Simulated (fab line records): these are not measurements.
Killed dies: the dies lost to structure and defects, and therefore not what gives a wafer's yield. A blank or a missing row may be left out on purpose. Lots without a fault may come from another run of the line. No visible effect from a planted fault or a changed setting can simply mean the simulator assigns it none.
Lot-split experiment | flow n5Finfet | 7 lots, 21 wafers read, on a route of 1938 steps

## SPLIT DETAILS
At N5_BEOL_M5_EXPOSE_08 (exposes mask M5, target cd 28 nm), the setting doseMj was moved away from the recipe's 35.75 on 4 of the 21 wafers read, by -6.6% to -5.4%. This setting was run at the recipe's value on the other wafers.

## FROM THE SPLIT TO THE READING: what the file shows between them, 2 steps
- N5_BEOL_M5_PEB_09: peb time 60 s
- N5_BEOL_M5_DEVELOP_10: develop time 30 s

## THE READING
cdNm, in nm, at N5_BEOL_M5_CD_MEAS_11 (target cd 27.74 nm). Typical for fault-free wafers on this fab line: 28.0 nm, with standard deviation 0.31 nm.

wafer  | tool, chamber at the split | doseMj as run | against the recipe | cdNm, nm | against lot-mates on the recipe
L077.2 | euvScanner-02, 0           | 35.75         | recipe             | 28.3     | -
L077.5 | euvScanner-02, 0           | 35.75         | recipe             | 28.2     | -
L077.6 | euvScanner-02, 0           | 35.75         | recipe             | 28.3     | -
L076.2 | euvScanner-01, 0           | 35.75         | recipe             | 28.2     | -
L076.3 | euvScanner-01, 0           | 35.75         | recipe             | 28.3     | -
L076.6 | euvScanner-01, 0           | 35.75         | recipe             | 28.2     | -
L086.1 | euvScanner-02, 0           | 33.82         | -5.4%              | 26.8     | -0.9
L086.3 | euvScanner-02, 0           | 35.75         | recipe             | 27.7     | -
L086.5 | euvScanner-02, 0           | 33.82         | -5.4%              | 26.8     | -0.9
L084.2 | euvScanner-01, 0           | 35.75         | recipe             | 28.0     | -
L084.4 | euvScanner-01, 0           | 35.75         | recipe             | 27.6     | -
L084.6 | euvScanner-01, 0           | 35.75         | recipe             | 28.0     | -
L087.1 | euvScanner-01, 0           | 35.75         | recipe             | 27.5     | -
L087.2 | euvScanner-01, 0           | 35.75         | recipe             | 27.4     | -
L087.5 | euvScanner-01, 0           | 35.75         | recipe             | 28.0     | -
L094.1 | euvScanner-01, 0           | 35.75         | recipe             | 27.8     | -
L094.5 | euvScanner-01, 0           | 35.75         | recipe             | 27.9     | -
L094.6 | euvScanner-01, 0           | 33.4          | -6.6%              | 26.4     | -1.5
L096.3 | euvScanner-01, 0           | 35.75         | recipe             | 28.0     | -
L096.4 | euvScanner-01, 0           | 35.75         | recipe             | 28.3     | -
L096.6 | euvScanner-01, 0           | 33.49         | -6.3%              | 26.1     | -2.0

FIT RESULTS
A straight line over all 21 wafers: cdNm changes by +0.248 nm for each +1% of doseMj; r = +0.91; the points scatter about the line by 0.28 nm.
The same after taking each lot's own level away (the mean of its wafers on the recipe; 21 wafers): +0.229 nm for each +1%; r = +0.93; scatter 0.23 nm.
The reading moves by 1.5 nm for the largest change in doseMj, on that fit.
The lots' own levels span 27.63 to 28.27 nm, that is 2.0 times the standard deviation above.
Hence the lot-to-lot level has little effect on the slope; both slopes agree.
Check: with one of the wafers moved furthest among these (-6.6%) left out of the fit, the line predicts -1.52 nm for it against its lot-mates. Against them it came out at -1.45 nm.

## ADDITIONAL SPLITS CARRIED BY THESE WAFERS
These wafers also went through other splits before the reading. Each is held against what the fit with the lots' levels taken away leaves over:
other split on the same wafers | wafers away from the commonest value | r with cdNm (lot level and that fit taken away)
N5_BEOL_M0_ETCH_138 sourceW    | 10                                   | +0.02
N5_BEOL_M1_COAT_68 spinRpm     | 5                                    | +0.38
N5_BEOL_M1_COAT_76 tempC       | 7                                    | +0.34
N5_BEOL_M5_COAT_05 spinRpm     | 8                                    | -0.20

## THE WHOLE CHAIN: every reading that the file lists as answering this split, in the file's order
step                  | what it does                                                          | reading                                                       | change (the file's fit)               | r (the file's)
N5_BEOL_M5_CD_MEAS_11 | target cd 27.74 nm                                                    | cdNm                                                          | +0.243 nm for each +1% of the setting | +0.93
N5_BEOL_M5_DESCUM_16  | chemistry O2, time 7 s                                                | BEOL_M5.cdNm (the simulator's own value, which no gauge read) | +0.244 nm for each +1% of the setting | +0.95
N5_BEOL_M5_ETCH_72    | etches underlayer in N2/H2, target depth 6.5 nm, time 5.2 s           | BEOL_M5.cdNm (the simulator's own value, which no gauge read) | +0.229 nm for each +1% of the setting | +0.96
N5_BEOL_M5_ETCH_61    | etches SiARC in CF4, target depth 15.6 nm, time 26 s                  | BEOL_M5.cdNm (the simulator's own value, which no gauge read) | +0.195 nm for each +1% of the setting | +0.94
N5_BEOL_M5_ETCH_62    | etches SOC in N2/H2, target depth 75 nm, overetch 15 nm, time 112.5 s | BEOL_M5.cdNm (the simulator's own value, which no gauge read) | +0.207 nm for each +1% of the setting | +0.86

## FILE'S OWN FIT
cdNm changes by +0.243 nm for each +1% of doseMj, r = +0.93.
